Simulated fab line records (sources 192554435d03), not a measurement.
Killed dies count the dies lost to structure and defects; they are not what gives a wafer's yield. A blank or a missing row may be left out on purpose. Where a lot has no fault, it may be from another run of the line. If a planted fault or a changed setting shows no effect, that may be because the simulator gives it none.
Struck lot and sound lot, side by side / flow n5 finfet / 38 out of 1938 route steps
Sound: the wafers L696.1, L696.3, L696.5. Wafers struck: L693.1, L693.4, L693.6. The cause is given at the end.
Each step with rows lists, per side, the tool, then ch with its chambers, then its first start. Under that, the readings that differ: sound wafers / struck wafers / difference of the means / sigmas: that difference in standard deviations of wafers without a fault.
alike: readings with means less than 2 such deviations apart, plus words and numbers identical on both sides. not compared: withheld readings, readings lacking a value on some wafer, bounds such as >300 that could conceal the same value, and numbers that have no deviation in the record and whose values overlap.
The two part at a step that has a row with sigmas, a row that says differs or no value, or rows on one side only. Numbers that don't overlap but have no deviation are shown without sigmas and don't part them. A reading that every wafer of one side lacks parts them only if that side has two wafers or more.

first, 9 steps without rows for these wafers: N5_BEOL_M4_ANNEAL_95 (time 240 s); N5_BEOL_M4_SPUTTER_96 (material Cu, target thk 4.5 nm, time 8.29 s); N5_BEOL_M4_ECD_50 (material Cu, target thk 300 nm); N5_BEOL_M4_ANNEAL_51 (time 90 s); N5_BEOL_M4_CMP_52 (polishes, stops on SiOC, t overpolish 6.8 s, target thk 40 nm); N5_BEOL_M4_PRE_CLEAN_60 (time 15 s); N5_BEOL_M4_CO_CAP_55 (material Co, precursor CCTBA/H2, target thk 2 nm, time 102.1 s); N5_BEOL_M4_PRE_CLEAN_56 (time 15 s); N5_BEOL_M4_DEP_57 (deposits SiCN from 3MS/NH3, target thk 8 nm, time 14 s).
N5_BEOL_M4_RC_MEAS_101:
  sound on prober-01 ch 0, day 12 14:37; struck on prober-01 ch 0, day 11 16:34
  alike: DIBL_N, DIBL_P, IOFF_N, IOFF_P, ION_N, ION_P, SS_N, SS_P, VT_N, VT_P
then, 24 steps without rows for these wafers: N5_BEOL_M5_ILD_DEP_00 (deposits SiCOH lowk from DEMS/porogen, target thk 140.64 nm, time 25.9 s); N5_BEOL_M5_CURE_79 (cures SiCOH lowk, time 240 s); N5_BEOL_M5_PECVD_70 (deposits SiO2 from TEOS/O2, target thk 16 nm, time 18 s); N5_BEOL_M5_HM_DEP_02 (deposits TiN, target thk 20 nm); N5_BEOL_M5_COAT_59 (time 60 s, resist thk 60 nm); N5_BEOL_M5_COAT_60 (time 60 s, resist thk 12 nm); N5_BEOL_M5_COAT_71 (time 60 s, resist thk 5 nm); N5_BEOL_M5_COAT_05 (resist thk 30 nm); N5_BEOL_M5_EBR_07; N5_BEOL_M5_SOFTBAKE_06 (time 60 s); N5_BEOL_M5_EXPOSE_08 (exposes mask M5, target cd 28 nm); N5_BEOL_M5_PEB_09 (peb time 60 s); N5_BEOL_M5_DEVELOP_10 (develop time 30 s); N5_BEOL_M5_DESCUM_16 (chemistry O2, time 7 s); N5_BEOL_M5_ETCH_72 (etches underlayer in N2/H2, target depth 6.5 nm, time 5.2 s); N5_BEOL_M5_ETCH_61 (etches SiARC in CF4, target depth 15.6 nm, time 26 s); N5_BEOL_M5_ETCH_62 (etches SOC in N2/H2, target depth 75 nm, overetch 15 nm, time 112.5 s); N5_BEOL_M5_STRIP_63 (strips in N2/H2); N5_BEOL_M5_STRIP_73 (strips in N2/H2); N5_BEOL_M5_STRIP_64 (strips in CF4); N5_BEOL_M5_HM_OPEN_17 (chemistry Cl2/BCl3, target TiN, target depth 20 nm, overetch 6 nm); N5_BEOL_M5_STRIP_19 (strips in O2); N5_BEOL_M5_COAT_65 (time 60 s, resist thk 60 nm); N5_BEOL_M5_COAT_66 (time 60 s, resist thk 12 nm).
N5_BEOL_M5_TRENCH_ETCH_37: etches SiCOH lowk in C4F6/O2, target depth 71.652 nm, time 24.7 s.
  sound on rie diel-06 ch 1,2,3, day 12 19:43; struck on rie diel-02 ch 0,2,3, day 11 22:16
  no value came back on the struck wafers for any of 9 readings (C4F6_flow_sccm (sccm), O2_flow_sccm (sccm) and others); on the sound wafers C4F6_flow_sccm (sccm) reads 10.03 10.00 10.02
reading=model.TiN_of_BEOL_M5_HM_DEP_02.thk nm (nm); sound=18.2 18.4 18.4; struck=20 20 19.8; difference=+2; sigmas=
  not compared: rf hours counter h
N5_BEOL_M5_OCD_MEAS_38:
  struck on ocd-01, day 11 22:26; sound on ocd-01, day 12 19:53
reading=trench depth nm (nm); sound=70.6 70.9 73.2; struck=0 0.2 0.4; difference=-71; sigmas=-51
N5_BEOL_M5_CMP_52: polishes, stops on SiCOH lowk, t overpolish 6.9 s, target thk 62 nm.
  sound on cmp-01 ch 0,1,2, day 13 02:28; struck on cmp-01 ch 0,1,2, day 12 04:45
reading=model.Cu_of_BEOL_M5_ECD_50.thk nm (nm); sound=61.8 61 63.4; struck=1.4 0.6 0; difference=-61.4; sigmas=
  alike: motor current A, retaining ring pressure frac
-- the record jumps here: 4 days lie between the struck wafers' starts before and after (it left off in module BEOL_M5 and takes up again in module PASSIVATION, whose first step shown is number 1936 of the route) --
N5_PASSIVATION_PROBE_49:
  rows exist in the record for the struck wafers here (prober-02, day 15 22:29), but not for the sound ones

## WHERE THEY PART
First at N5_BEOL_M5_TRENCH_ETCH_37; last, within this record, at N5_PASSIVATION_PROBE_49.

WHY: what had been put in by the simulator
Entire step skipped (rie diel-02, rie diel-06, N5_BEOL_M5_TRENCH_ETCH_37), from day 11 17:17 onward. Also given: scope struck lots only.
